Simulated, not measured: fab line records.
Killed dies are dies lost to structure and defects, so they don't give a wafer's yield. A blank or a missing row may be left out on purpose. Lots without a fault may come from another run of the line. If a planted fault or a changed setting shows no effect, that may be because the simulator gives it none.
Matching of chambers    flow n5-finfet    N5_BEOL_M0_SAQP_PECVD_03 on pecvd-04: 3 sister chambers
The step deposits SiCN from 3MS/NH3, target thk 12 nm, time 21.1 s. 18 wafers are shown with their chamber, then 9 later ones without.

EACH WAFER AND ITS CHAMBER
wafer   chamber  showerhead-plenum-p-Torr (Torr)  throttle-valve-pct (%)
L076.2  1        3.658                            9.3
L076.3  0        3.666                            8.9
L076.6  0        3.676                            9.2
L078.1  2        3.662                            8.8
L078.3  1        3.658                            9.0
L078.5  2        3.664                            8.4
L080.1  0        3.672                            9.0
L080.4  2        3.661                            8.8
L080.6  0        3.672                            8.8
L082.1  1        3.661                            9.2
L082.2  0        3.672                            8.8
L082.3  2        3.669                            8.8
L082.4  1        3.652                            9.1
L082.5  2        3.663                            8.8
L082.6  0        3.676                            9.0
L084.1  0        3.672                            9.0
L084.2  1        3.649                            9.0
L084.3  2        3.671                            9.0

SIGNATURES (means of the wafers above)
reading                   chamber 0  chamber 1  chamber 2  scatter within a chamber
showerhead-plenum-p-Torr  3.67229    3.65560    3.66500    0.00405
throttle-valve-pct        8.957      9.120      8.767      0.159
Rule: a wafer's distance from a chamber is the root of the sum, over the readings, of the square of ((its reading less the chamber's mean) divided by the reading's scatter). If the next closest chamber is less than 2 further off than the closest, the wafer can't be placed; otherwise it belongs to the closest. The scatter: the root of (the sum of the squares of (reading less its chamber's mean) over the shown wafers, divided by (wafers less chambers)).

WAFERS WHOSE CHAMBER IS MISSING
wafer   showerhead-plenum-p-Torr (Torr)  throttle-valve-pct (%)
L094.1  3.657                            9.3
L094.2  3.667                            8.2
L094.3  3.673                            8.9
L094.4  3.655                            9.3
L094.5  3.673                            8.2
L094.6  3.668                            8.9
L095.1  3.676                            9.1
L095.2  3.667                            8.3
L095.4  3.671                            8.9

CHAMBER TAKEN BY EACH
wafer   from the rows above      in truth
L094.1  1                        1
L094.2  can't be placed: 2 or 0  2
L094.3  can't be placed: 0 or 2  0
L094.4  1                        1
L094.5  can't be placed: 2 or 0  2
L094.6  can't be placed: 0 or 2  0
L095.1  0                        0
L095.2  can't be placed: 2 or 0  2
L095.4  can't be placed: 0 or 2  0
Placed correctly: 3 of 9. Cannot be placed on the basis of these rows: 6; the candidates contain the true chamber in 6. Wrongly placed: 0.
